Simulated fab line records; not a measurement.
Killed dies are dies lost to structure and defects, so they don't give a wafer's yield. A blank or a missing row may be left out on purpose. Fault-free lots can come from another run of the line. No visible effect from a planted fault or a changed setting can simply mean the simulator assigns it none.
fab line records / flow n5Finfet
[record] lots = 7 wafers = 21 lastDay = 17
route steps=1938 shown PASSIVATION@1911
lots with no fault: from the same line, run without faults
startH: the number of hours between the record's first day and the start of the first shown wafer of the lot / waitH: how many hours have passed since the lot's step before this one / " repeats the value in the row above / L1.1+2: one row covering several wafers at once / - no value, or no start given / * or withheld: withheld / < > ~ a bound
route shown NAME@n: NAME is a module with steps in the file, n the number in the route of the first one / usual: mean/standard deviation of fault-free wafers / same: alike in all rows / chamber/n: place in a boat / sites: each site's reading / _std_site: standard deviation of those values / _edge_site: inner sites' mean taken away from outer sites' mean / radiusMm: how far each site lies from the wafer's centre / mask NAME#n: copy n / behind: tool/chamber where the wafer was last shaped / hold: what put the lot on hold/how long, in hours/how the hold closed / device: the n, p or np transistor that did not switch / end of line: the same wafers' tests at the end of the route / where a step has no rows: the recipe by itself / killed: the dies lost at the first sort to structure and to defects; this is not the yield of the wafer / map: per-die view of a wafer (x killed, . not killed, _ where there is no die)
set.NAME: the setting as run; set.NAME@STEP: as run at that earlier step / model.NAME: the simulator's own value behind a step, which no gauge read
a table for each step, a row for each wafer; lots at some steps of the route
services: from which hour (startH, from the record's first day; less than 0 if before it) a tool's chamber was out of use, for how many hours, and why
[[steps]]
[step N5_PASSIVATION_STRIP_34]
[recipe] chemistry = O2 powerW = 600 tempC = 60 pressureMtorr = 30 rfFrequencyHz = 6e+07 biasPowerW = 0 overashFraction = 2 o2FlowSccm = 225
[usual] drypumpMotorCurrentA = 5.9/0.47 oesProductAu = 0.79/0.075 rfVppV = 3.9/1.6 showerheadPlenumPTorr = 2.13/0.069 throttleValvePct = 16.6/0.36
[same] biasPowerW = 0
lot.wafer=L696.2 tool=rieDiel-06 chamber=3 startH=289.91 waitH=0.1 drypumpMotorCurrentA=5.0 oesProductAu=0.72 rfHoursCounterH=214 rfVppV=1.7 showerheadPlenumPTorr=2.14 throttleValvePct=16.6
lot.wafer=L696.3 tool=rieDiel-06 chamber=2 startH=289.91 waitH=0.1 drypumpMotorCurrentA=5.9 oesProductAu=0.88 rfHoursCounterH=41 rfVppV=4.0 showerheadPlenumPTorr=2.03 throttleValvePct=16.3
lot.wafer=L696.5 tool=rieDiel-06 chamber=0 startH=289.91 waitH=0.1 drypumpMotorCurrentA=6.4 oesProductAu=0.69 rfHoursCounterH=- rfVppV=3.1 showerheadPlenumPTorr=2.17 throttleValvePct=17.0
lot.wafer=L706.2 tool=rieDiel-06 chamber=2 startH=341.64 waitH=0.1 drypumpMotorCurrentA=5.9 oesProductAu=0.86 rfHoursCounterH=53 rfVppV=3.2 showerheadPlenumPTorr=2.03 throttleValvePct=16.3
lot.wafer=L706.5 tool=rieDiel-06 chamber=3 startH=341.64 waitH=0.1 drypumpMotorCurrentA=5.0 oesProductAu=0.70 rfHoursCounterH=- rfVppV=2.4 showerheadPlenumPTorr=2.14 throttleValvePct=16.7
lot.wafer=L706.6 tool=rieDiel-06 chamber=1 startH=341.64 waitH=0.1 drypumpMotorCurrentA=6.4 oesProductAu=0.77 rfHoursCounterH=- rfVppV=5.1 showerheadPlenumPTorr=2.19 throttleValvePct=16.6
lot.wafer=L709.3 tool=rieDiel-05 chamber=2 startH=346.01 waitH=0.1 drypumpMotorCurrentA=5.4 oesProductAu=0.77 rfHoursCounterH=133 rfVppV=4.2 showerheadPlenumPTorr=2.00 throttleValvePct=16.4
lot.wafer=L709.4 tool=rieDiel-05 chamber=3 startH=346.01 waitH=0.1 drypumpMotorCurrentA=5.9 oesProductAu=0.94 rfHoursCounterH=13 rfVppV=6.6 showerheadPlenumPTorr=2.15 throttleValvePct=16.1
lot.wafer=L709.6 tool=rieDiel-05 chamber=0 startH=346.01 waitH=0.1 drypumpMotorCurrentA=6.2 oesProductAu=0.79 rfHoursCounterH=- rfVppV=4.6 showerheadPlenumPTorr=2.21 throttleValvePct=16.5
lot.wafer=L705.4 tool=rieDiel-06 chamber=3 startH=350.66 waitH=0.1 drypumpMotorCurrentA=5.0 oesProductAu=0.72 rfHoursCounterH=- rfVppV=3.0 showerheadPlenumPTorr=2.14 throttleValvePct=16.7
lot.wafer=L705.5 tool=rieDiel-06 chamber=1 startH=350.66 waitH=0.1 drypumpMotorCurrentA=6.5 oesProductAu=0.77 rfHoursCounterH=- rfVppV=1.4 showerheadPlenumPTorr=2.18 throttleValvePct=16.5
lot.wafer=L705.6 tool=rieDiel-06 chamber=2 startH=350.66 waitH=0.1 drypumpMotorCurrentA=5.9 oesProductAu=0.86 rfHoursCounterH=- rfVppV=5.3 showerheadPlenumPTorr=2.03 throttleValvePct=16.3
lot.wafer=L712.2 tool=rieDiel-05 chamber=1 startH=384.83 waitH=0.2 drypumpMotorCurrentA=5.8 oesProductAu=0.70 rfHoursCounterH=228 rfVppV=3.0 showerheadPlenumPTorr=2.18 throttleValvePct=17.4
lot.wafer=L712.4 tool=rieDiel-05 chamber=2 startH=384.83 waitH=0.2 drypumpMotorCurrentA=5.4 oesProductAu=0.75 rfHoursCounterH=149 rfVppV=5.1 showerheadPlenumPTorr=2.00 throttleValvePct=16.4
lot.wafer=L712.5 tool=rieDiel-05 chamber=2 startH=384.83 waitH=0.2 drypumpMotorCurrentA=5.4 oesProductAu=0.74 rfHoursCounterH=- rfVppV=3.7 showerheadPlenumPTorr=2.00 throttleValvePct=16.5
lot.wafer=L713.2 tool=rieDiel-05 chamber=3 startH=392.52 waitH=0.1 drypumpMotorCurrentA=5.8 oesProductAu=0.90 rfHoursCounterH=27 rfVppV=2.3 showerheadPlenumPTorr=2.14 throttleValvePct=16.1
lot.wafer=L713.3 tool=rieDiel-05 chamber=2 startH=392.52 waitH=0.1 drypumpMotorCurrentA=5.4 oesProductAu=0.76 rfHoursCounterH=153 rfVppV=2.6 showerheadPlenumPTorr=2.00 throttleValvePct=16.4
lot.wafer=L713.5 tool=rieDiel-05 chamber=3 startH=392.52 waitH=0.1 drypumpMotorCurrentA=5.8 oesProductAu=0.91 rfHoursCounterH=- rfVppV=3.8 showerheadPlenumPTorr=2.14 throttleValvePct=16.1
lot.wafer=L717.3 tool=rieDiel-06 chamber=2 startH=401.81 waitH=0.2 drypumpMotorCurrentA=5.9 oesProductAu=0.83 rfHoursCounterH=82 rfVppV=3.2 showerheadPlenumPTorr=2.02 throttleValvePct=16.4
lot.wafer=L717.4 tool=rieDiel-06 chamber=0 startH=401.81 waitH=0.2 drypumpMotorCurrentA=6.3 oesProductAu=0.93 rfHoursCounterH=15 rfVppV=1.3 showerheadPlenumPTorr=2.15 throttleValvePct=16.6
lot.wafer=L717.5 tool=rieDiel-06 chamber=0 startH=401.81 waitH=0.2 drypumpMotorCurrentA=6.3 oesProductAu=0.91 rfHoursCounterH=- rfVppV=6.1 showerheadPlenumPTorr=2.15 throttleValvePct=16.6
[step N5_PASSIVATION_STRIP_51]
[recipe] chemistry = postEtchResidueRemover timeS = 1200 tempC = 72.5
[step N5_PASSIVATION_CLEAN_69]
[recipe] chemistry = IPA timeS = 180 tempC = 25
[step N5_PASSIVATION_SRD_70]
[recipe] dry = ipaMarangoni timeS = 30 tempC = 23 rinseLiquid = diw
[step N5_PASSIVATION_PECVD_53]
[recipe] material = SiO2 targetThkA = 8000 tempC = 400 precursor = TEOS/O2 pressureTorr = 6.5 rfW = withheld teosFlowSccm = withheld gas = O2 flowSccm = 2650 timeS = 169.4
[step N5_PASSIVATION_PECVD_35]
[recipe] material = SiNx targetThkA = 7000 tempC = 400 precursor = SiH4/NH3/N2 pressureTorr = 4.9 rfW = 1406 timeS = 151.3
[usual] heaterPowerW = 361/69 showerheadPlenumPTorr = 8.63/0.042 throttleValvePct = 27.9/1.7
lot.wafer=L696.2 tool=pecvd-04 chamber=2 startH=290.58 waitH=0.1 heaterPowerW=498 showerheadPlenumPTorr=8.63 throttleValvePct=28.8
lot.wafer=L696.3 tool=pecvd-04 chamber=1 startH=290.58 waitH=0.1 heaterPowerW=226 showerheadPlenumPTorr=8.59 throttleValvePct=28.9
lot.wafer=L696.5 tool=pecvd-04 chamber=1 startH=290.58 waitH=0.1 heaterPowerW=273 showerheadPlenumPTorr=8.57 throttleValvePct=29.1
lot.wafer=L706.2 tool=pecvd-02 chamber=2 startH=342.25 waitH=0.1 heaterPowerW=355 showerheadPlenumPTorr=8.61 throttleValvePct=25.0
lot.wafer=L706.5 tool=pecvd-02 chamber=1 startH=342.25 waitH=0.1 heaterPowerW=383 showerheadPlenumPTorr=8.63 throttleValvePct=27.7
lot.wafer=L706.6 tool=pecvd-02 chamber=2 startH=342.25 waitH=0.1 heaterPowerW=420 showerheadPlenumPTorr=8.62 throttleValvePct=25.0
lot.wafer=L709.3 tool=pecvd-02 chamber=2 startH=346.62 waitH=0.1 heaterPowerW=482 showerheadPlenumPTorr=8.62 throttleValvePct=24.8
lot.wafer=L709.4 tool=pecvd-02 chamber=2 startH=346.62 waitH=0.1 heaterPowerW=501 showerheadPlenumPTorr=8.60 throttleValvePct=25.1
lot.wafer=L709.6 tool=pecvd-02 chamber=1 startH=346.62 waitH=0.1 heaterPowerW=339 showerheadPlenumPTorr=8.63 throttleValvePct=27.7
lot.wafer=L705.4 tool=pecvd-04 chamber=1 startH=351.34 waitH=0.1 heaterPowerW=308 showerheadPlenumPTorr=8.58 throttleValvePct=29.1
lot.wafer=L705.5 tool=pecvd-04 chamber=2 startH=351.34 waitH=0.1 heaterPowerW=478 showerheadPlenumPTorr=8.60 throttleValvePct=28.8
lot.wafer=L705.6 tool=pecvd-04 chamber=0 startH=351.34 waitH=0.1 heaterPowerW=243 showerheadPlenumPTorr=8.70 throttleValvePct=28.4
lot.wafer=L712.2 tool=pecvd-02 chamber=2 startH=385.44 waitH=0.1 heaterPowerW=465 showerheadPlenumPTorr=8.61 throttleValvePct=24.8
lot.wafer=L712.4 tool=pecvd-02 chamber=0 startH=385.44 waitH=0.1 heaterPowerW=368 showerheadPlenumPTorr=8.59 throttleValvePct=27.2
lot.wafer=L712.5 tool=pecvd-02 chamber=1 startH=385.44 waitH=0.1 heaterPowerW=339 showerheadPlenumPTorr=8.63 throttleValvePct=27.7
lot.wafer=L713.2 tool=pecvd-02 chamber=1 startH=393.13 waitH=0.1 heaterPowerW=386 showerheadPlenumPTorr=8.64 throttleValvePct=27.5
lot.wafer=L713.3 tool=pecvd-02 chamber=0 startH=393.13 waitH=0.1 heaterPowerW=249 showerheadPlenumPTorr=8.59 throttleValvePct=26.9
lot.wafer=L713.5 tool=pecvd-02 chamber=2 startH=393.13 waitH=0.1 heaterPowerW=358 showerheadPlenumPTorr=8.61 throttleValvePct=25.1
lot.wafer=L717.3 tool=pecvd-02 chamber=1 startH=402.46 waitH=0.1 heaterPowerW=409 showerheadPlenumPTorr=8.63 throttleValvePct=27.5
lot.wafer=L717.4 tool=pecvd-02 chamber=0 startH=402.46 waitH=0.1 heaterPowerW=362 showerheadPlenumPTorr=8.59 throttleValvePct=27.2
lot.wafer=L717.5 tool=pecvd-02 chamber=1 startH=402.46 waitH=0.1 heaterPowerW=260 showerheadPlenumPTorr=8.64 throttleValvePct=27.4
[step N5_PASSIVATION_HMDS_37]
[recipe] timeS = 60 tempC = 120
[step N5_PASSIVATION_COAT_38]
[recipe] spinRpm = 3000 resistThkNm = withheld
[step N5_PASSIVATION_EBR_40]
[recipe] solvent = PGMEA ebrWidthMm = 1.5
[step N5_PASSIVATION_SOFTBAKE_39]
[recipe] tempC = 110 timeS = 120
[step N5_PASSIVATION_EXPOSE_41]
[recipe] maskId = PASS_OPEN na = 0.55 defocusNm = 0 sourceShape = conventional sigmaOuter = 0.8 polarization = unpolarized targetCdNm = 40000 doseMj = 57.25
[step N5_PASSIVATION_PEB_42]
[recipe] pebTempC = withheld pebTimeS = *
[step N5_PASSIVATION_DEVELOP_43]
[recipe] developTimeS = 60 rinseLiquid = diw dry = airSpin devTempC = 21
[usual] chillPlateTempC = 23.00/0.11 developTimeS = 60/0 exhaustPa = 45.1/0.95
lot.wafer=L696.2 tool=lithoTrack-03 chamber=0 startH=291.08 waitH=- chillPlateTempC=22.99 developTimeS=60 exhaustPa=43.2
lot.wafer=L696.3 tool=lithoTrack-03 chamber=0 startH=291.08 waitH=- chillPlateTempC=22.99 developTimeS=60 exhaustPa=45.2
lot.wafer=L696.5 tool=lithoTrack-03 chamber=0 startH=291.08 waitH=- chillPlateTempC=22.78 developTimeS=60 exhaustPa=45.1
lot.wafer=L706.2 tool=lithoTrack-03 chamber=- startH=342.69 waitH=- chillPlateTempC=- developTimeS=- exhaustPa=-
lot.wafer=L706.5 tool=lithoTrack-03 chamber=- startH=342.69 waitH=- chillPlateTempC=- developTimeS=- exhaustPa=-
lot.wafer=L706.6 tool=lithoTrack-03 chamber=- startH=342.69 waitH=- chillPlateTempC=- developTimeS=- exhaustPa=-
lot.wafer=L709.3 tool=lithoTrack-02 chamber=- startH=347.06 waitH=- chillPlateTempC=- developTimeS=- exhaustPa=-
lot.wafer=L709.4 tool=lithoTrack-02 chamber=- startH=347.06 waitH=- chillPlateTempC=- developTimeS=- exhaustPa=-
lot.wafer=L709.6 tool=lithoTrack-02 chamber=- startH=347.06 waitH=- chillPlateTempC=- developTimeS=- exhaustPa=-
lot.wafer=L705.4 tool=lithoTrack-04 chamber=- startH=351.60 waitH=- chillPlateTempC=- developTimeS=- exhaustPa=-
lot.wafer=L705.5 tool=lithoTrack-04 chamber=- startH=351.60 waitH=- chillPlateTempC=- developTimeS=- exhaustPa=-
lot.wafer=L705.6 tool=lithoTrack-04 chamber=- startH=351.60 waitH=- chillPlateTempC=- developTimeS=- exhaustPa=-
lot.wafer=L712.2 tool=lithoTrack-04 chamber=0 startH=385.76 waitH=- chillPlateTempC=22.94 developTimeS=60 exhaustPa=45.3
lot.wafer=L712.4 tool=lithoTrack-04 chamber=0 startH=385.76 waitH=- chillPlateTempC=22.84 developTimeS=60 exhaustPa=45.9
lot.wafer=L712.5 tool=lithoTrack-04 chamber=0 startH=385.76 waitH=- chillPlateTempC=22.79 developTimeS=60 exhaustPa=45.4
lot.wafer=L713.2 tool=lithoTrack-02 chamber=0 startH=393.45 waitH=- chillPlateTempC=22.92 developTimeS=60 exhaustPa=45.0
lot.wafer=L713.3 tool=lithoTrack-02 chamber=0 startH=393.45 waitH=- chillPlateTempC=22.85 developTimeS=60 exhaustPa=44.1
lot.wafer=L713.5 tool=lithoTrack-02 chamber=0 startH=393.45 waitH=- chillPlateTempC=23.01 developTimeS=60 exhaustPa=45.0
lot.wafer=L717.3 tool=lithoTrack-04 chamber=0 startH=402.90 waitH=- chillPlateTempC=22.95 developTimeS=60 exhaustPa=43.9
lot.wafer=L717.4 tool=lithoTrack-04 chamber=0 startH=402.90 waitH=- chillPlateTempC=22.95 developTimeS=60 exhaustPa=45.2
lot.wafer=L717.5 tool=lithoTrack-04 chamber=0 startH=402.90 waitH=- chillPlateTempC=23.20 developTimeS=60 exhaustPa=43.6
[step N5_PASSIVATION_HARDBAKE_45]
[recipe] tempC = 130 timeS = 120
[[services]]
tool=rieDiel-06 chamber=0 startH=268.22 hours=15.3 kind=repair
tool=pecvd-04 chamber=- startH=270.79 hours=3.2 kind=repair
tool=pecvd-04 chamber=0 startH=286.04 hours=5.0 kind=scheduledDown
tool=rieDiel-06 chamber=2 startH=293.88 hours=4.3 kind=repair
tool=rieDiel-05 chamber=3 startH=296.99 hours=- kind=clean
tool=rieDiel-05 chamber=3 startH=296.99 hours=- kind=consumableReplace:focusRing
tool=rieDiel-05 chamber=3 startH=296.99 hours=14.1 kind=scheduledDown
tool=rieDiel-05 chamber=3 startH=296.99 hours=14.1 kind=ventCycle
tool=rieDiel-05 chamber=2 startH=297.03 hours=9.6 kind=repair
tool=rieDiel-06 chamber=2 startH=304.45 hours=10.4 kind=repair
tool=lithoTrack-04 chamber=- startH=314.13 hours=- kind=consumableReplace:filter
tool=rieDiel-06 chamber=0 startH=336.64 hours=- kind=clean
tool=rieDiel-06 chamber=0 startH=336.64 hours=- kind=consumableReplace:focusRing
tool=rieDiel-06 chamber=0 startH=336.64 hours=35.3 kind=scheduledDown
tool=rieDiel-06 chamber=0 startH=336.64 hours=35.3 kind=ventCycle
tool=pecvd-04 chamber=- startH=368.61 hours=28.1 kind=pm
tool=rieDiel-05 chamber=3 startH=369.28 hours=14.3 kind=repair
tool=rieDiel-06 chamber=3 startH=380.27 hours=- kind=clean
tool=rieDiel-06 chamber=3 startH=380.27 hours=- kind=consumableReplace:focusRing
tool=rieDiel-06 chamber=3 startH=380.27 hours=17.9 kind=scheduledDown
tool=rieDiel-06 chamber=3 startH=380.27 hours=17.9 kind=ventCycle
tool=pecvd-04 chamber=- startH=396.71 hours=2.8 kind=pm
tool=pecvd-04 chamber=1 startH=399.70 hours=- kind=clean
tool=pecvd-04 chamber=1 startH=399.70 hours=- kind=consumableReplace:showerhead
[[key]]
[firstSign] step = N5_PASSIVATION_DEVELOP_43 reading = toolRecord direction = missing
effect none on later readings
metAt N5_PASSIVATION_DEVELOP_43
struckWafers L705.4,L705.5,L705.6,L706.2,L706.5,L706.6,L709.3,L709.4,L709.6
laterRowsLeftOut L705.4,L705.5,L705.6,L706.2,L706.5,L706.6,L709.3,L709.4,L709.6
sortLeftOut L705.4,L705.5,L705.6,L706.2,L706.5,L706.6,L709.3,L709.4,L709.6
onsetBetween 291.08 342.69
[fault] kind = skippedStepWhole tool = lithoTrack-02,lithoTrack-03,lithoTrack-04 chamber = - onsetH = 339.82 steps = N5_PASSIVATION_DEVELOP_43 scope = struckLotsOnly
// sortLeftOut: the simulated sort isn't trusted on such a fault, so these wafers' sort isn't shown, and their yield isn't known
// laterRowsLeftOut: the simulator's readings of these wafers behind a module that went badly wrong aren't trusted and aren't shown, but for the sort
